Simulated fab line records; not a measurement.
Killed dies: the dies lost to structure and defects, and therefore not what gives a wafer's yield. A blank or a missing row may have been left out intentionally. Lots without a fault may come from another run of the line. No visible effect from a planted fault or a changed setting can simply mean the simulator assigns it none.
fab line records | flow n5_finfet
record: lots: 24 wafers: 72 last_day: 20
route steps=1938 shown SD_ACTIVATION@332 ILD0@335 SDB@368 HKMG_FIN@387
lots with no fault: from the same line, run without faults
start_h: the number of hours between the record's first day and the start of the first shown wafer of the lot | wait_h: hours since the lot's step before | " the same as in the row above | L1.1+2: a row that stands for several wafers | - value missing, or start not given | * or withheld: withheld | < > ~ a bound
route shown NAME@n: a module of which the file shows steps, and the number in the route of the first | usual: mean/standard deviation taken from wafers without a fault | same: alike in all rows | chamber/n: place in a boat | sites: the reading at each site | _std_site: the values' standard deviation | _edge_site: the outer-site mean with the inner-site mean subtracted | radius_mm: for every site, how far away it sits from the centre of the wafer | mask NAME#n: copy n | behind: the most recent tool/chamber to have shaped the wafer | hold: the reason the lot was held/the length of the hold in hours/how it ended | device: names the non-switching transistor (n, p or np) | end of line: the same wafers' tests at the end of the route | for a step that has no rows: nothing shown but its recipe | killed: dies that structure and defects cost at the first sort, which is not the same as the wafer's yield | map: dies across one wafer; x = killed, . = not, _ = none there
set.NAME: the setting the step ran with; set.NAME@STEP: the setting that earlier step ran with | model.NAME: the simulator's own value behind a step, which no gauge read
one table for each step of the route and one row for each wafer, over a sample of lots
services: from which hour (start_h, from the record's first day; less than 0 if before it) a tool's chamber was out of use, for how many hours, and why
== steps ==
step: N5_SD_ACTIVATION_RS_MEAS_03
recipe: thk_meas_gauge: four-point-probe
usual: RS_SD_N: 21.91/0.3 RS_SD_P: 56.3/0.88
columns lot.wafer tool chamber start_h wait_h RS_SD_N[ohm/sq] RS_SD_P[ohm/sq]
L074.2 film_metro-02 - 58.74 0.2 21.76 55.8
L074.3 " - " " 21.81 55.8
L074.5 " - " " 21.79 55.9
L075.3 film_metro-02 - 70.77 0.2 22.10 56.6
L075.5 " - " " 21.92 57.1
L075.6 " - " " 22.10 57.1
L076.1 film_metro-01 - 74.89 0.2 21.94 56.2
L076.4 " - " " 21.68 56.9
L076.5 " - " " 22.51 57.0
L077.1 film_metro-01 - 81.10 0.2 22.19 56.0
L077.4 " - " " 22.21 56.1
L077.5 " - " " 22.42 56.7
L078.1 film_metro-02 - 81.70 0.2 21.32 56.2
L078.3 " - " " 21.35 56.2
L078.6 " - " " 21.52 56.5
L079.1 film_metro-02 - 89.09 0.2 21.73 56.9
L079.4 " - " " 22.16 56.2
L079.6 " - " " 22.43 55.7
L080.1 film_metro-02 - 95.48 0.2 22.14 56.4
L080.3 " - " " 21.93 57.2
L080.6 " - " " 22.46 56.6
L081.2 film_metro-01 - 100.98 0.2 22.01 57.6
L081.3 " - " " 22.24 57.0
L081.4 " - " " 21.95 55.8
L082.2 film_metro-01 - 105.98 0.2 21.54 56.2
L082.4 " - " " 21.86 56.2
L082.5 " - " " 21.68 55.7
L083.2 film_metro-01 - 115.98 0.2 21.71 58.0
L083.5 " - " " 21.81 58.1
L083.6 " - " " 21.89 58.3
L084.1 film_metro-01 - 118.73 0.2 21.69 56.5
L084.4 " - " " 21.64 57.6
L084.6 " - " " 21.82 56.9
L085.1 film_metro-01 - 124.44 0.2 21.36 55.4
L085.2 " - " " 21.40 54.2
L085.4 " - " " 21.84 54.8
L086.2 film_metro-01 - 132.67 0.2 21.94 55.7
L086.4 " - " " 22.24 55.9
L086.6 " - " " 21.96 55.1
L087.1 film_metro-01 - 135.43 0.2 21.37 57.1
L087.2 " - " " 21.36 57.2
L087.4 " - " " 21.93 57.7
L088.1 film_metro-02 - 141.07 0.2 21.89 57.6
L088.2 " - " " 22.23 56.6
L088.6 " - " " 22.10 57.1
L089.1 film_metro-01 - 148.47 0.2 21.91 56.2
L089.2 " - " " 22.21 55.9
L089.6 " - " " 21.86 56.2
L090.1 film_metro-02 - 154.02 0.2 21.95 55.8
L090.3 " - " " 21.77 55.6
L090.5 " - " " 21.76 55.3
L091.1 film_metro-01 - 161.74 0.2 22.39 55.7
L091.4 " - " " 22.09 56.5
L091.5 " - " " 22.31 55.8
L092.1 film_metro-01 - 165.71 0.2 21.90 56.3
L092.3 " - " " 22.14 56.8
L092.5 " - " " 21.94 57.1
L093.3 film_metro-01 - 171.52 0.2 21.80 55.8
L093.4 " - " " 21.60 57.0
L093.6 " - " " 21.66 55.8
L094.4 film_metro-02 - 177.73 0.2 22.06 54.4
L094.5 " - " " 21.98 54.5
L094.6 " - " " 22.26 54.8
L095.2 film_metro-01 - 181.82 0.2 21.67 56.4
L095.4 " - " " 22.05 57.9
L095.5 " - " " 21.62 57.1
L096.2 film_metro-02 - 193.99 0.2 21.57 56.2
L096.3 " - " " 21.49 55.6
L096.4 " - " " 21.67 56.1
L097.1 film_metro-02 - 199.75 0.2 22.27 54.9
L097.4 " - " " 21.97 55.0
L097.6 " - " " 22.13 56.0
step: N5_ILD0_LINER_00
recipe: material: SiNx target_thk_a: 40 temp_c: 400 ald_precursor_family: SiH2I2 ald_co_reactant: N2/H2-plasma pulse_time_s: 1 purge_time_s: 2 co_reactant_purge_time_s: 2 ald_cycles: 80 pressure_torr: 2
usual: heater_power_w: 843/120 precursor_pulse_height_rel: 0.998/0.02
same: ald_cycles: 80
columns lot.wafer tool chamber start_h wait_h heater_power_w precursor_pulse_height_rel
L074.2 ald_sin-04 2 59.08 0.0 841 1.011
L074.3 " 1 " " 1075 1.020
L074.5 " 0 " " 900 0.958
L075.3 ald_sin-04 3 71.09 0.0 1036 1.010
L075.5 " 2 " " 836 1.007
L075.6 " 3 " " 1042 1.019
L076.1 ald_sin-02 1 75.76 0.5 907 0.985
L076.4 " 1 " " 919 1.018
L076.5 " 3 " " 876 0.995
L077.1 ald_sin-04 0 81.63 0.2 905 0.991
L077.4 " 2 " " 835 0.975
L077.5 " 0 " " 896 0.990
L078.1 ald_sin-01 3 82.29 0.3 724 1.027
L078.3 " 2 " " 774 1.002
L078.6 " 3 " " 734 0.980
L079.1 ald_sin-01 2 89.45 0.0 782 0.975
L079.4 " 0 " " 719 0.979
L079.6 " 3 " " 707 0.976
L080.1 ald_sin-01 3 95.85 0.0 722 1.011
L080.3 " 0 " " 714 0.984
L080.6 " 1 " " 769 1.004
L081.2 ald_sin-02 0 101.32 0.0 728 0.992
L081.3 " 1 " " 894 0.996
L081.4 " 3 " " 875 1.004
L082.2 ald_sin-01 3 106.32 0.0 727 1.028
L082.4 " 1 " " 776 1.016
L082.5 " 0 " " 727 1.014
L083.2 ald_sin-04 3 116.54 0.3 1022 1.003
L083.5 " 1 " " 1019 0.986
L083.6 " 3 " " 1018 1.025
L084.1 ald_sin-04 3 119.09 0.0 1048 0.984
L084.4 " 0 " " 906 0.996
L084.6 " 0 " " 930 0.983
L085.1 ald_sin-01 2 124.81 0.0 761 0.988
L085.2 " 1 " " 791 1.030
L085.4 " 3 " " 724 0.998
L086.2 ald_sin-02 1 133.01 0.0 903 0.976
L086.4 " 2 " " 770 0.982
L086.6 " 2 " " 762 0.966
L087.1 ald_sin-01 0 135.79 0.0 715 0.969
L087.2 " 1 " " 795 0.982
L087.4 " 2 " " 766 1.013
L088.1 ald_sin-01 0 141.90 0.5 719 0.986
L088.2 " 2 " " 756 0.992
L088.6 " 3 " " 742 0.986
L089.1 ald_sin-04 0 148.83 0.0 898 1.011
L089.2 " 2 " " 826 0.996
L089.6 " 0 " " 919 1.011
L090.1 ald_sin-01 1 154.38 0.0 796 0.994
L090.3 " 3 " " 734 0.988
L090.5 " 2 " " 773 0.991
L091.1 ald_sin-02 0 162.19 0.1 726 0.997
L091.4 " 2 " " 780 0.991
L091.5 " 2 " " 773 1.049
L092.1 ald_sin-01 0 166.08 0.0 710 1.010
L092.3 " 2 " " 776 1.001
L092.5 " 0 " " 734 0.986
L093.3 ald_sin-02 1 171.84 0.0 917 1.009
L093.4 " 3 " " 875 1.019
L093.6 " 2 " " 767 1.004
L094.4 ald_sin-04 3 178.02 0.0 1062 0.978
L094.5 " 1 " " 1063 1.005
L094.6 " 2 " " 830 0.991
L095.2 ald_sin-04 1 182.16 0.0 1068 0.997
L095.4 " 0 " " 931 0.968
L095.5 " 3 " " 1051 1.021
L096.2 ald_sin-02 2 194.33 0.0 762 0.973
L096.3 " 1 " " 911 1.006
L096.4 " 0 " " 725 1.011
L097.1 ald_sin-01 1 200.12 0.0 821 0.982
L097.4 " 2 " " 749 1.019
L097.6 " 3 " " 728 1.013
step: N5_SDB_ETCH_25
recipe: chemistry: C4F6/O2 target: SiO2 target_depth_a: 100 time_s: 3.3 ion_energy_ev: 250 mask_material: SiNx pressure_mtorr: 30 source_w: 345 bias_w: 185 Ar_flow_sccm: 300 C4F6_flow_sccm: 10 O2_flow_sccm: 10
usual: drypump_motor_current_A: 5.6/0.42 oes_product_au: 0.77/0.065 rf_vpp_V: 668/19 showerhead_plenum_p_Torr: 2.85/0.1 throttle_valve_pct: 21.25/0.22
columns lot.wafer tool chamber start_h wait_h drypump_motor_current_A oes_product_au rf_hours_counter_h rf_vpp_V showerhead_plenum_p_Torr throttle_valve_pct
L074.2 rie_diel-01 2 66.60 0.2 5.1 0.75 168 653 2.85 21.33
L074.3 " 1 " " 5.8 0.84 71 706 3.03 21.02
L074.5 " 2 " " 5.1 0.74 - 654 2.85 21.33
L075.3 rie_diel-01 2 78.53 0.0 5.1 0.73 172 655 2.85 21.33
L075.5 " 1 " " 5.8 0.84 - 705 3.03 21.04
L075.6 " 0 " " 6.3 0.72 - 655 2.95 21.39
L076.1 rie_diel-04 2 83.22 0.0 5.6 1.00 1 667 2.95 21.50
L076.4 " 3 " " 5.5 0.81 116 643 2.74 21.09
L076.5 " 1 " " 6.1 0.75 - 656 2.75 21.42
L077.1 rie_diel-05 3 89.49 0.0 5.5 0.69 201 656 2.74 21.17
L077.4 " 1 " " 6.2 0.81 104 667 2.85 21.41
L077.5 " 3 " " 5.5 0.69 - 656 2.74 21.18
L078.1 rie_diel-01 0 89.81 0.0 6.2 0.71 203 654 2.95 21.39
L078.3 " 1 " " 5.8 0.84 79 707 3.03 21.04
L078.6 " 1 " " 5.8 0.84 - 707 3.03 21.05
L079.1 rie_diel-01 2 96.79 0.0 5.1 0.73 179 654 2.84 21.34
L079.4 " 1 " " 5.8 0.84 82 708 3.03 21.06
L079.6 " 0 " " 6.2 0.70 - 655 2.95 21.38
L080.1 rie_diel-01 1 103.23 0.0 5.8 0.83 85 707 3.02 21.05
L080.3 " 0 " " 6.2 0.71 210 655 2.95 21.40
L080.6 " 1 " " 5.9 0.83 - 706 3.02 21.04
L081.2 rie_diel-01 3 109.15 0.1 5.1 0.79 114 675 2.74 21.18
L081.3 " 2 " " 5.1 0.73 184 655 2.84 21.35
L081.4 " 0 " " 6.2 0.70 212 656 2.95 21.40
L082.2 rie_diel-05 3 113.83 0.0 5.4 0.69 209 656 2.74 21.19
L082.4 " 2 " " 5.3 0.71 194 674 2.97 21.38
L082.5 " 3 " " 5.4 0.69 - 656 2.74 21.20
L083.2 rie_diel-01 0 124.13 0.3 6.2 0.71 217 655 2.95 21.41
L083.5 " 2 " " 5.1 0.73 - 654 2.84 21.37
L083.6 " 3 " " 5.0 0.79 - 675 2.74 21.20
L084.1 rie_diel-04 2 126.39 0.0 5.6 0.95 15 667 2.94 21.52
L084.4 " 1 " " 6.1 0.74 161 655 2.75 21.45
L084.6 " 2 " " 5.6 0.94 - 666 2.94 21.51
L085.1 rie_diel-01 0 133.04 0.0 6.2 0.70 219 654 2.94 21.42
L085.2 " 2 " " 5.1 0.72 192 654 2.84 21.36
L085.4 " 1 " " 5.8 0.81 95 707 3.02 21.07
L086.2 rie_diel-04 2 140.56 0.0 5.6 0.93 20 666 2.94 21.52
L086.4 " 1 " " 6.1 0.74 167 656 2.74 21.45
L086.6 " 1 " " 6.1 0.73 - 656 2.74 21.44
L087.1 rie_diel-05 0 143.04 0.0 5.1 0.75 173 664 2.72 20.98
L087.2 " 1 " " 6.2 0.80 121 667 2.85 21.43
L087.4 " 3 " " 5.5 0.69 218 658 2.73 21.20
L088.1 rie_diel-01 1 149.75 0.2 5.8 0.81 99 706 3.02 21.08
L088.2 " 0 " " 6.2 0.70 223 655 2.94 21.41
L088.6 " 3 " " 5.0 0.78 - 673 2.74 21.20
L089.1 rie_diel-01 1 158.77 0.5 5.8 0.81 102 706 3.02 21.08
L089.2 " 0 " " 6.3 0.70 227 653 2.94 21.42
L089.6 " 2 " " 5.1 0.71 - 654 2.84 21.36
L090.1 rie_diel-05 3 162.49 0.0 5.4 0.68 226 657 2.73 21.24
L090.3 " 1 " " 6.2 0.79 130 668 2.84 21.46
L090.5 " 3 " " 5.5 0.68 - 656 2.73 21.23
L091.1 rie_diel-01 2 169.96 0.1 5.1 0.71 202 654 2.83 21.38
L091.4 " 1 " " 5.8 0.80 106 705 3.01 21.08
L091.5 " 2 " " 5.1 0.71 - 656 2.83 21.38
L092.1 rie_diel-04 1 173.34 0.0 6.2 0.73 174 656 2.74 21.47
L092.3 " 2 " " 5.6 0.92 28 668 2.94 21.54
L092.5 " 0 " " 5.8 0.78 - 702 2.85 20.71
L093.3 rie_diel-05 3 179.24 0.0 5.4 0.67 233 656 2.73 21.23
L093.4 " 0 " " 5.1 0.75 188 666 2.71 21.03
L093.6 " 2 " " 5.3 0.69 - 673 2.96 21.41
L094.4 rie_diel-04 0 185.49 0.0 5.8 0.78 131 700 2.84 20.71
L094.5 " 1 " " 6.1 0.73 - 654 2.74 21.47
L094.6 " 2 " " 5.6 0.91 - 668 2.93 21.56
L095.2 rie_diel-04 2 189.60 0.0 5.6 0.90 32 666 2.93 21.53
L095.4 " 3 " " 5.5 0.77 148 642 2.73 21.13
L095.5 " 0 " " 5.9 0.77 - 699 2.85 20.71
L096.2 rie_diel-04 0 202.41 0.4 5.9 0.77 137 701 2.84 20.73
L096.3 " 1 " " 6.2 0.73 184 654 2.74 21.46
L096.4 " 3 " " 5.5 0.78 153 641 2.73 21.14
L097.1 rie_diel-04 1 208.34 0.0 6.1 0.72 185 654 2.74 21.48
L097.4 " 0 " " 5.8 0.77 138 700 2.84 20.70
L097.6 " 2 " " 5.6 0.90 - 666 2.93 21.56
step: N5_SDB_ALD_29
recipe: material: SiNx target_thk_a: 300 temp_c: 400 ald_precursor_family: SiH2I2 ald_co_reactant: N2/H2-plasma pulse_time_s: 1 ald_cycles: 600 purge_time_s: 2 co_reactant_purge_time_s: 2 pressure_torr: 2
usual: heater_power_w: 831/100 precursor_pulse_height_rel: 1.002/0.021
same: ald_cycles: 600
columns lot.wafer tool chamber start_h wait_h heater_power_w precursor_pulse_height_rel
L074.2 ald_sin-01 1 66.87 0.0 776 0.977
L074.3 " 0 " " 709 1.019
L074.5 " 1 68.22 1.4 804 0.997
L075.3 ald_sin-03 0 78.80 0.0 789 0.977
L075.5 " 0 80.15 1.4 788 1.029
L075.6 " 1 " " 818 1.028
L076.1 ald_sin-01 3 83.48 0.0 725 1.009
L076.4 " 2 " " 779 0.984
L076.5 " 2 84.84 1.4 763 0.979
L077.1 ald_sin-03 2 89.76 0.0 945 1.009
L077.4 " 1 " " 806 1.033
L077.5 " 0 91.11 1.4 791 1.041
L078.1 ald_sin-01 0 90.08 0.0 708 1.008
L078.3 " 1 " " 794 0.999
L078.6 " 1 91.43 1.4 776 1.037
L079.1 ald_sin-03 0 97.57 0.5 784 0.974
L079.4 " 3 " " 921 1.024
L079.6 " 3 98.92 1.9 900 0.977
L080.1 ald_sin-01 2 103.50 0.0 764 0.974
L080.3 " 1 " " 797 0.962
L080.6 " 2 104.85 1.4 770 1.008
L081.2 ald_sin-01 2 109.42 0.0 773 0.988
L081.3 " 1 " " 800 1.010
L081.4 " 0 " " 715 1.012
L082.2 ald_sin-01 1 114.10 0.0 811 0.969
L082.4 " 0 " " 720 1.031
L082.5 " 0 115.45 1.4 692 0.992
L083.2 ald_sin-03 2 124.68 0.3 926 1.016
L083.5 " 0 126.03 1.7 796 1.027
L083.6 " 3 " " 943 0.992
L084.1 ald_sin-04 1 126.66 0.0 1038 0.993
L084.4 " 3 " " 1048 0.972
L084.6 " 3 128.01 1.4 1047 0.980
L085.1 ald_sin-04 2 133.31 0.0 831 1.014
L085.2 " 0 " " 920 0.997
L085.4 " 1 " " 1058 1.015
L086.2 ald_sin-04 1 140.82 0.0 1096 0.988
L086.4 " 3 " " 1045 1.036
L086.6 " 3 142.18 1.4 1039 0.998
L087.1 ald_sin-01 1 143.31 0.0 766 1.011
L087.2 " 3 " " 740 0.995
L087.4 " 0 " " 709 1.022
L088.1 ald_sin-04 3 150.01 0.0 1014 1.020
L088.2 " 0 " " 892 1.040
L088.6 " 0 151.36 1.4 932 1.012
L089.1 ald_sin-01 2 159.04 0.0 805 0.973
L089.2 " 3 " " 738 0.996
L089.6 " 1 160.40 1.4 782 0.977
L090.1 ald_sin-01 1 162.76 0.0 774 1.020
L090.3 " 0 " " 728 0.973
L090.5 " 1 164.11 1.4 792 1.024
L091.1 ald_sin-01 2 170.23 0.0 780 0.995
L091.4 " 3 " " 732 0.997
L091.5 " 1 171.58 1.4 799 1.019
L092.1 ald_sin-01 1 173.62 0.0 779 0.986
L092.3 " 0 " " 730 1.007
L092.5 " 2 174.97 1.4 770 1.056
L093.3 ald_sin-03 0 179.51 0.0 775 0.977
L093.4 " 3 " " 941 0.989
L093.6 " 1 180.86 1.4 806 1.009
L094.4 ald_sin-04 0 187.62 1.9 922 1.013
L094.5 " 1 " " 1062 1.013
L094.6 " 3 " " 1029 0.997
L095.2 ald_sin-03 3 189.99 0.1 916 0.992
L095.4 " 0 " " 796 1.006
L095.5 " 1 191.34 1.5 818 1.025
L096.2 ald_sin-01 2 202.68 0.0 758 0.982
L096.3 " 0 " " 723 0.994
L096.4 " 3 " " 718 0.994
L097.1 ald_sin-03 3 208.61 0.0 933 1.020
L097.4 " 0 " " 800 0.989
L097.6 " 0 209.96 1.4 801 0.969
step: N5_HKMG_FIN_HK_ANNEAL_02
recipe: temp_c: 700 time_s: 30 ambient: N2 idle_temp_c: 600 ramp_up_c_per_s: 150 ramp_down_c_per_s: 60 cool_to_c: 600
usual: lamp_power_pct: 8.80/0.056 lamp_zone_5_pct: 8.799/0.01 wafer_temp_C_max: 703.0/0.69
columns lot.wafer tool chamber start_h wait_h lamp_power_pct lamp_zone_5_pct wafer_temp_C_max
L074.2 rtp_anneal-02 0 70.73 0.1 8.77 8.799 703.3
L074.3 " 0 " " 8.77 8.801 702.6
L074.5 " 0 " " 8.89 8.786 704.4
L075.3 rtp_anneal-01 0 82.69 0.2 8.86 8.801 703.9
L075.5 " 0 " " 8.83 8.801 702.1
L075.6 " 0 " " 8.79 8.803 703.0
L076.1 rtp_anneal-02 0 87.49 0.2 8.83 8.811 703.1
L076.4 " 0 " " 8.82 8.798 702.9
L076.5 " 0 " " 8.87 8.793 702.6
L077.1 rtp_anneal-02 0 93.59 0.1 8.80 8.782 703.0
L077.4 " 0 " " 8.77 8.809 703.0
L077.5 " 0 " " 8.76 8.799 702.8
L078.1 rtp_anneal-01 0 94.07 0.3 8.84 8.802 702.7
L078.3 " 0 " " 8.78 8.805 702.7
L078.6 " 0 " " 8.84 8.801 702.2
L079.1 rtp_anneal-02 0 101.41 0.1 8.82 8.807 703.1
L079.4 " 0 " " 8.85 8.826 702.4
L079.6 " 0 " " 8.72 8.797 702.9
L080.1 rtp_anneal-02 0 107.73 0.5 8.70 8.817 702.6
L080.3 " 0 " " 8.69 8.800 705.1
L080.6 " 0 " " 8.71 8.823 702.5
L081.2 rtp_anneal-02 0 113.28 0.1 8.76 8.792 704.0
L081.3 " 0 " " 8.81 8.798 702.5
L081.4 " 0 " " 8.83 8.793 702.5
L082.2 rtp_anneal-02 0 118.17 0.1 8.74 8.783 702.7
L082.4 " 0 " " 8.89 8.794 702.7
L082.5 " 0 " " 8.76 8.808 702.8
L083.2 rtp_anneal-01 0 128.55 0.1 8.73 8.799 703.5
L083.5 " 0 " " 8.69 8.802 703.4
L083.6 " 0 " " 8.77 8.799 703.0
L084.1 rtp_anneal-02 0 130.76 0.2 8.77 8.793 703.6
L084.4 " 0 " " 8.78 8.802 704.3
L084.6 " 0 " " 8.80 8.801 703.4
L085.1 rtp_anneal-01 0 137.34 0.2 8.83 8.806 702.8
L085.2 " 0 " " 8.73 8.815 704.9
L085.4 " 0 " " 8.80 8.812 702.8
L086.2 rtp_anneal-02 0 144.92 0.1 8.80 8.813 702.6
L086.4 " 0 " " 8.79 8.781 702.1
L086.6 " 0 " " 8.68 8.816 704.2
L087.1 rtp_anneal-01 0 147.37 0.3 8.77 8.800 704.6
L087.2 " 0 " " 8.72 8.785 703.5
L087.4 " 0 " " 8.85 8.786 703.1
L088.1 rtp_anneal-02 0 154.21 0.4 8.74 8.811 703.5
L088.2 " 0 " " 8.75 8.781 704.3
L088.6 " 0 " " 8.78 8.797 702.7
L089.1 rtp_anneal-01 0 163.07 0.2 8.93 8.796 702.9
L089.2 " 0 " " 8.81 8.803 702.1
L089.6 " 0 " " 8.80 8.806 703.5
L090.1 rtp_anneal-01 0 166.82 0.2 8.81 8.800 703.3
L090.3 " 0 " " 8.83 8.804 703.0
L090.5 " 0 " " 8.75 8.821 702.7
L091.1 rtp_anneal-01 0 174.27 0.2 8.78 8.805 702.4
L091.4 " 0 " " 8.80 8.801 703.2
L091.5 " 0 " " 8.78 8.809 703.1
L092.1 rtp_anneal-02 0 177.70 0.1 8.82 8.807 702.5
L092.3 " 0 " " 8.90 8.809 702.9
L092.5 " 0 " " 8.81 8.796 702.7
L093.3 rtp_anneal-01 0 183.40 0.2 8.89 8.794 704.5
L093.4 " 0 " " 8.77 8.778 703.1
L093.6 " 0 " " 8.86 8.816 704.4
L094.4 rtp_anneal-01 0 190.18 0.2 8.82 8.805 702.5
L094.5 " 0 " " 8.83 8.808 702.6
L094.6 " 0 " " 8.71 8.799 702.4
L095.2 rtp_anneal-02 0 193.84 0.1 8.79 8.799 703.2
L095.4 " 0 " " 8.80 8.804 701.6
L095.5 " 0 " " 8.76 8.805 703.1
L096.2 rtp_anneal-02 0 206.60 0.1 8.90 8.806 705.0
L096.3 " 0 " " 8.74 8.784 701.6
L096.4 " 0 " " 8.87 8.798 703.1
L097.1 rtp_anneal-02 0 212.63 0.2 8.79 8.783 702.5
L097.4 " 0 " " 8.73 8.791 702.8
L097.6 " 0 " " 8.74 8.808 703.7
step: N5_HKMG_FIN_INSPECT_61
recipe: mode: adi inspect_instrument: macro
usual: raw_defect_count: 2.0/1.3
columns lot.wafer tool chamber start_h wait_h raw_defect_count
L074.2 defect_inspect-02 - 71.40 0.0 0
L074.3 " - " " 1
L074.5 " - " " 1
L075.3 defect_inspect-02 - 83.44 0.0 2
L075.5 " - " " 1
L075.6 " - " " 1
L076.1 defect_inspect-01 - 88.17 0.0 0
L076.4 " - " " 3
L076.5 " - " " 2
L077.1 defect_inspect-02 - 94.41 0.0 4
L077.4 " - " " 2
L077.5 " - " " 2
L078.1 defect_inspect-01 - 94.88 0.0 1
L078.3 " - " " 1
L078.6 " - " " 3
L079.1 defect_inspect-02 - 102.11 0.0 1
L079.4 " - " " 2
L079.6 " - " " 2
L080.1 defect_inspect-02 - 108.74 0.0 0
L080.3 " - " " 1
L080.6 " - " " 2
L081.2 defect_inspect-02 - 114.06 0.0 4
L081.3 " - " " 1
L081.4 " - " " 2
L082.2 defect_inspect-02 - 118.83 0.0 2
L082.4 " - " " 4
L082.5 " - " " 2
L083.2 defect_inspect-02 - 129.33 0.0 3
L083.5 " - " " 2
L083.6 " - " " 5
L084.1 defect_inspect-01 - 131.57 0.0 2
L084.4 " - " " 1
L084.6 " - " " 5
L085.1 defect_inspect-02 - 138.02 0.0 4
L085.2 " - " " 3
L085.4 " - " " 2
L086.2 defect_inspect-02 - 145.73 0.0 2
L086.4 " - " " 0
L086.6 " - " " 2
L087.1 defect_inspect-02 - 148.07 0.0 0
L087.2 " - " " 1
L087.4 " - " " 1
L088.1 defect_inspect-02 - 155.02 0.0 3
L088.2 " - " " 1
L088.6 " - " " 2
L089.1 defect_inspect-02 - 164.20 0.0 3
L089.2 " - " " 1
L089.6 " - " " 3
L090.1 defect_inspect-02 - 167.65 0.0 2
L090.3 " - " " 2
L090.5 " - " " 2
L091.1 defect_inspect-02 - 175.08 0.0 4
L091.4 " - " " 1
L091.5 " - " " 1
L092.1 defect_inspect-02 - 178.51 0.0 3
L092.3 " - " " 1
L092.5 " - " " 0
L093.3 defect_inspect-02 - 184.15 0.0 4
L093.4 " - " " 1
L093.6 " - " " 4
L094.4 defect_inspect-02 - 190.91 0.0 3
L094.5 " - " " 3
L094.6 " - " " 1
L095.2 defect_inspect-02 - 194.63 0.0 4
L095.4 " - " " 2
L095.5 " - " " 1
L096.2 defect_inspect-02 - 207.39 0.0 6
L096.3 " - " " 4
L096.4 " - " " 5
L097.1 defect_inspect-02 - 213.45 0.0 1
L097.4 " - " " 1
L097.6 " - " " 4
== services ==
columns tool chamber start_h hours kind
ald_sin-03 - 37.80 6.1 pm
ald_sin-03 - 49.82 1.2 repair
ald_sin-04 3 59.00 11.1 repair
ald_sin-03 3 72.07 1.9 repair
ald_sin-02 0 73.26 3.7 repair
ald_sin-02 - 74.93 0.8 pm
ald_sin-04 - 85.32 14.0 pm
ald_sin-04 0 85.32 14.0 vent_cycle
ald_sin-04 1 85.32 14.0 vent_cycle
ald_sin-04 2 85.32 14.0 vent_cycle
ald_sin-04 2 102.73 16.2 repair
ald_sin-02 0 137.06 5.4 repair
ald_sin-02 3 141.38 19.9 repair
rie_diel-01 2 171.91 16.9 repair
ald_sin-01 - 176.75 14.0 pm
ald_sin-01 0 176.75 14.0 vent_cycle
ald_sin-01 1 176.75 14.0 vent_cycle
ald_sin-01 2 176.75 14.0 vent_cycle
ald_sin-01 3 176.75 14.0 vent_cycle
ald_sin-01 0 190.75 - clean
ald_sin-01 1 190.75 - clean
ald_sin-01 2 190.75 - clean
ald_sin-01 3 190.75 - clean
rie_diel-04 2 196.85 3.7 repair
== key ==
fault none
